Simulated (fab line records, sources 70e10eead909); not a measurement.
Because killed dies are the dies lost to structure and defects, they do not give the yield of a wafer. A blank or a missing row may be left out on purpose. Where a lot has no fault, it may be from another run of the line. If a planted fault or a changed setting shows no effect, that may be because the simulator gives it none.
Matching of chambers    flow nand-harc    NHARC_A_CHANNEL_FILL_D1_STRIP_28 on rie-diel-09: 4 sister chambers
The step strips in O2, time 20 s. 14 wafers are shown with their chamber, then 7 later ones without.

== EACH WAFER AND ITS CHAMBER ==
wafer   chamber  drypump-motor-current-A (A)  oes-product-au (a.u.)  rf-vpp-V (V)
L076.2  3        6.3                          0.995                  56.7
L076.3  2        5.5                          0.991                  57.8
L076.6  1        5.5                          0.984                  57.7
L083.3  2        5.6                          1.003                  57.6
L083.4  1        5.5                          0.983                  57.4
L083.5  1        5.5                          0.975                  57.9
L088.1  0        6.4                          0.998                  58.2
L088.3  1        5.5                          0.978                  59.0
L088.6  1        5.5                          0.984                  57.5
L090.2  2        5.5                          0.997                  56.9
L090.3  0        6.4                          0.994                  59.1
L090.6  0        6.4                          0.991                  58.3
L090.1  1        5.4                          0.979                  57.1
L090.4  1        5.4                          0.987                  59.2

SIGNATURES (averages over the wafers above)
reading                  chamber 0  chamber 1  chamber 2  chamber 3  scatter within a chamber
drypump-motor-current-A  6.400      5.471      5.533      6.300      0.0458
oes-product-au           0.99433    0.98143    0.99700    0.99500    0.0045
rf-vpp-V                 58.533     57.971     57.433     56.700     0.699
Rule: a wafer's distance from a chamber is the root of the sum, over the readings, of the square of ((its reading less the chamber's mean) divided by the reading's scatter). If the next closest chamber is less than 2 further off than the closest, the wafer can't be placed; otherwise it belongs to the closest. The scatter is the square root of a quotient: the sum, over the shown wafers, of each reading's squared deviation from its chamber's mean, divided by wafers minus chambers.

== WAFERS WITHOUT THEIR CHAMBER ==
wafer   drypump-motor-current-A (A)  oes-product-au (a.u.)  rf-vpp-V (V)
L090.5  5.5                          0.998                  57.0
L094.1  6.3                          1.008                  56.6
L094.3  5.5                          1.004                  58.1
L094.6  5.5                          1.001                  56.0
L096.2  6.3                          0.997                  57.0
L096.4  6.3                          1.007                  58.3
L096.5  5.4                          0.985                  57.3

== THE CHAMBER EACH PASSED THROUGH ==
wafer    from the rows above       in truth
L090.5   2                         2
L094.1   can't be placed: 3 or 0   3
L094.3   2                         2
L094.6   2                         2
L096.2   3                         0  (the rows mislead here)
L096.4   can't be placed: 3 or 0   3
L096.5   can't be placed: 1 or 2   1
Correct placement for 3 of the 7. From these rows, 3 cannot be placed; in 3 the true chamber is one of the candidates. Wrongly placed: 1.
